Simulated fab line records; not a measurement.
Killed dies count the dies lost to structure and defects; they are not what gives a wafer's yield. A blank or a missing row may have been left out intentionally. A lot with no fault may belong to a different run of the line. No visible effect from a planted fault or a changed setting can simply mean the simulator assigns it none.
Problem report, 8D (eight disciplines) form, completed by code ; flow n5-finfet ; the parts of the form that need people (team, actions taken, sign-off) are left out

1. PROBLEM STATEMENT
Mean of spin-speed-rpm at N5_BEOL_M5_COAT_66: 1592.5 rpm across 6 wafers in 2 lots; on wafers with no fault it is 1500.1 rpm (standard deviation 1). Relative to the usual mean, that is a shift of +92 standard deviations.
The step: time 60 s, resist thk 12 nm.
First seen on wafer L432.2, day 11 13:56, on litho-track-01. Wafers with a number at this step in the record: 30, from 10 lots. Rule for "out" (also "out of limits"): further than 4 standard deviations from the usual mean. Any other wafer with a number is counted as sound.

2. WHAT IT IS; WHAT IT IS NOT
question;is;is not
which readings at this step;spin-speed-rpm;heater-power-total-W
which lots;L432, L434;L419, L423, L424, L425, L426, L435, L437, L441
which wafers of those lots;all that have a number;-
read on which tools;litho-track-01;litho-track-03, litho-track-04
when;from day 11 13:56;"up to then (15 sound wafers); but 9 sound wafers of L435, L437, L441 came after"

3. THE SUSPECTS, EACH WITH WHAT RULES IT OUT
Counting: a tool stays on the suspect list if, at a process step up to the reading, it processed all lots that are out and no sound lot following the first of them.
- litho-track-01 at N5_BEOL_M5_COAT_66 (time 60 s, resist thk 12 nm): kept. Every lot that is out went through it, starting with L432 (day 11 13:56), and after that it ran no sound lot; the last sound lot it ran before then is L426 (day 9 23:26). Out on those wafers are its own readings of spin-speed-rpm.
The count leaves litho-track-01 at N5_BEOL_M5_COAT_66.

4. THE CAUSE (what the simulator had put in)
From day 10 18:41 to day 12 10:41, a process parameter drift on litho-track-01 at N5_BEOL_M5_COAT_66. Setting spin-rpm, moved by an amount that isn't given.
This tool alone remained once counting was done.

5. THE CHAIN OF EFFECTS, in route order
Each row: a reading whose mean over the struck wafers that have a number lies more than 3 standard deviations from the usual. Only readings for which the record gives a usual standard deviation are gone through. hours: the time from each lot's start at the first step in this table that gives one to its start at this step, as a median over the lots. sigmas: the change in usual standard deviations.
hours;step;reading;usual;on struck wafers;change;sigmas
0;N5_BEOL_M5_COAT_66;spin-speed-rpm;1500.1 rpm;1592.5;+92.4;+92
Here are the process steps it includes:
- N5_BEOL_M5_COAT_66: time 60 s, resist thk 12 nm.

6. HOW IT WOULD HAVE BEEN CAUGHT EARLIER
In this record no reading fell out of limits until day 11 13:56, 19 hours after the fault had begun at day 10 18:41.
